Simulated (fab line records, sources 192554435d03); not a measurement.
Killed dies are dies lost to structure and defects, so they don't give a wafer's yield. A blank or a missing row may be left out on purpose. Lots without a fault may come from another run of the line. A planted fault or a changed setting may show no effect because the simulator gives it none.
One fault seen from 3 desks | flow n5_finfet | each desk has only its own numbers; what lay behind them comes last
Where a reading is given only as a bound, like >300, the bound stands for it, and a mean or a difference that rests on one is marked > or <: the true number lies beyond.

THE METROLOGY DESK
What the gauges read, lot by lot, whatever tool the lot ran on: means of the sampled wafers that have a number. A lot is out of limits, marked OUT, if its mean lies more than 4 standard deviations from the usual mean; the brackets give that distance. Of its 10 readings 7 are shown: those that lie furthest out on some lot.
Columns: A = DIBL_N at N5_BEOL_M4_RC_MEAS_101, usual 37.3 mV/V; B = IOFF_N at N5_BEOL_M4_RC_MEAS_101, usual 0.18 nA/um; C = IOFF_P at N5_BEOL_M4_RC_MEAS_101, usual 0.25 nA/um; D = SS_N at N5_BEOL_M4_RC_MEAS_101, usual 71.8 mV/dec; E = SS_P at N5_BEOL_M4_RC_MEAS_101, usual 73.6 mV/dec; F = VT_N at N5_BEOL_M4_RC_MEAS_101, usual 248 mV; G = VT_P at N5_BEOL_M4_RC_MEAS_101, usual -248 mV
lot  | first seen here | A    | B    | C    | D    | E    | F   | G
L743 | day 7 19:43     | 39.6 | 0.22 | 0.30 | 71.8 | 73.6 | 245 | -244
L746 | day 8 21:13     | 34.8 | 0.13 | 0.19 | 71.5 | 72.1 | 253 | -251
L747 | day 8 22:00     | 37.6 | 0.19 | 0.26 | 71.8 | 73.8 | 249 | -246
L753 | day 10 19:53    | 35.2 | 0.16 | 0.22 | 71.9 | 72.9 | 250 | -250
L754 | day 10 20:28    | 38.2 | 0.21 | 0.24 | 72.1 | 73.8 | 245 | -250
L760 | day 12 06:49    | 37.4 | 0.20 | 0.27 | 72.0 | 74.2 | 247 | -245
L765 | day 13 12:40    | 37.3 | 0.17 | 0.24 | 72.2 | 74.0 | 252 | -250
L766 | day 13 13:46    | 36.7 | 0.17 | 0.26 | 71.3 | 73.1 | 248 | -245
This desk's finding: nothing out of limits on any of the 8 lots.

THE DEFECT DESK
What the inspections along the route counted, lot by lot: means of the sampled wafers that have a number. A lot is out of limits, marked OUT, if its mean lies more than 4 standard deviations from the usual mean; the brackets give that distance.
Columns: A = raw_defect_count at N5_SD_EPI_N_INSPECT_26, usual 219; B = raw_defect_count at N5_SD_EPI_P_INSPECT_11, usual 2.2
lot  | first seen here | A              | B
L743 | day 3 06:44     | 211            | 3.3
L746 | day 3 23:19     | 192            | 3.3
L747 | day 4 09:23     | 193            | 1.3
L753 | day 6 00:07     | 1677 (+35) OUT | >300 (+99 or more) OUT
L754 | day 6 00:12     | 1620 (+33) OUT | >300 (+99 or more) OUT
L760 | day 7 15:53     | 219            | 1.7
L765 | day 8 20:43     | 211            | 2.3
L766 | day 9 03:19     | 252            | 1.3
This desk's finding: out of limits on L753, L754; first on L753, day 6 00:07 (raw_defect_count at N5_SD_EPI_N_INSPECT_26). In limits: L743, L746, L747, L760, L765, L766.

THE TOOL OWNER'S DESK: rie_diel-04
The tool's own readings at N5_SD_EPI_N_ETCH_34 (etches SiARC in CF4, target depth 45.5 nm, time 75.8 s): means of the sampled wafers that have a number, for each lot that ran on this tool. A lot is out of limits, marked OUT, if its mean lies more than 4 standard deviations from the usual mean; the brackets give that distance.
Columns: A = drypump_motor_current_A at N5_SD_EPI_N_ETCH_34, usual 5.6 A; B = etch_rf_on_time_s at N5_SD_EPI_N_ETCH_34, usual 75.8 s; C = oes_product_au at N5_SD_EPI_N_ETCH_34, usual 0.67 a.u.; D = rf_vpp_V at N5_SD_EPI_N_ETCH_34, usual 183.9 V; E = showerhead_plenum_p_Torr at N5_SD_EPI_N_ETCH_34, usual 2.13 Torr; F = throttle_valve_pct at N5_SD_EPI_N_ETCH_34, usual 15.62 %
lot  | first seen here | A   | B    | C    | D     | E    | F
L743 | day 3 02:50     | 5.7 | 75.2 | 0.65 | 183.5 | 2.14 | 15.64
L747 | day 4 05:08     | 5.4 | 75.1 | 0.66 | 183.7 | 2.11 | 15.75
L753 | day 5 17:02     | 5.7 | 73.2 | 0.68 | 184.1 | 2.13 | 15.62
L754 | day 5 20:16     | 5.7 | 76.2 | 0.63 | 183.9 | 2.13 | 15.68
This desk's finding: nothing out of limits on any of the 4 lots.

PUT TOGETHER
The defect desk could have raised an alarm at day 6 00:07, on L753, L754.
The metrology desk saw nothing out of limits.
The tool owner's desk saw nothing out of limits.
The metrology desk has L753, L754 on record, within its limits.
The tool owner's desk has L753, L754 on record, within its limits.
Of the lots named, all ran N5_SD_EPI_N_ETCH_34 on rie_diel-04.

WHAT THE SIMULATOR HAD PUT IN
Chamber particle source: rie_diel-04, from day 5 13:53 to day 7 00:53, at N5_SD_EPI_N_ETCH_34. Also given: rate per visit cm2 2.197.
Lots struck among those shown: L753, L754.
Hours from the fault's start to each desk's first reading out of limits: the defect desk, 10.
